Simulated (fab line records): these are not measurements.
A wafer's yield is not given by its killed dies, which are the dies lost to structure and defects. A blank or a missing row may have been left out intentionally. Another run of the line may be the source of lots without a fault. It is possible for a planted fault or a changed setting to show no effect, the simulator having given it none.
Chamber matching	flow n5Finfet	3 sister chambers for N5_FIN_SAQP_ALD_61 on aldSin-01
The step deposits SiO2, target thk 4 nm, pulse time 1 s, purge time 2 s. 6 wafers are shown with their chamber, then 7 later ones without.

## EACH WAFER AND ITS CHAMBER
wafer	chamber	heaterPowerW (W)	precursorPulseHeightRel
L082.4	1	489	1.032
L087.4	1	502	0.995
L087.5	2	452	0.994
L087.6	0	435	1.005
L090.1	0	427	1.005
L090.4	2	454	0.993

## WAFERS WITH NO CHAMBER GIVEN
wafer	heaterPowerW (W)	precursorPulseHeightRel
L090.6	497	1.004
L093.2	432	0.991
L093.3	453	1.015
L093.4	452	0.984
L095.1	440	0.994
L095.4	437	1.009
L095.5	457	1.036

## THE CHAMBER EACH PASSED THROUGH
wafer	from the rows above	in truth
L090.6	1	1
L093.2	0	0
L093.3	2	2
L093.4	2	2
L095.1	can't be placed: 0 or 2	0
L095.4	can't be placed: 0 or 2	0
L095.5	can't be placed: 2 or 0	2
4 of 7 placed correctly. Unplaceable from these rows: 3, with the true chamber sitting among the candidates in 3. Placed wrongly: 0.
How it was worked out, from the rows above alone: a wafer's distance from a chamber is the root of the sum, over the readings, of the square of ((its reading less the chamber's mean) divided by the reading's scatter). The wafer belongs to the nearest chamber; if the next one is less than 2 further off, it can't be placed. For every chamber, the mean is computed from those of its wafers that are shown. The scatter is the square root of a quotient: the sum, over the shown wafers, of each reading's squared deviation from its chamber's mean, divided by wafers minus chambers.
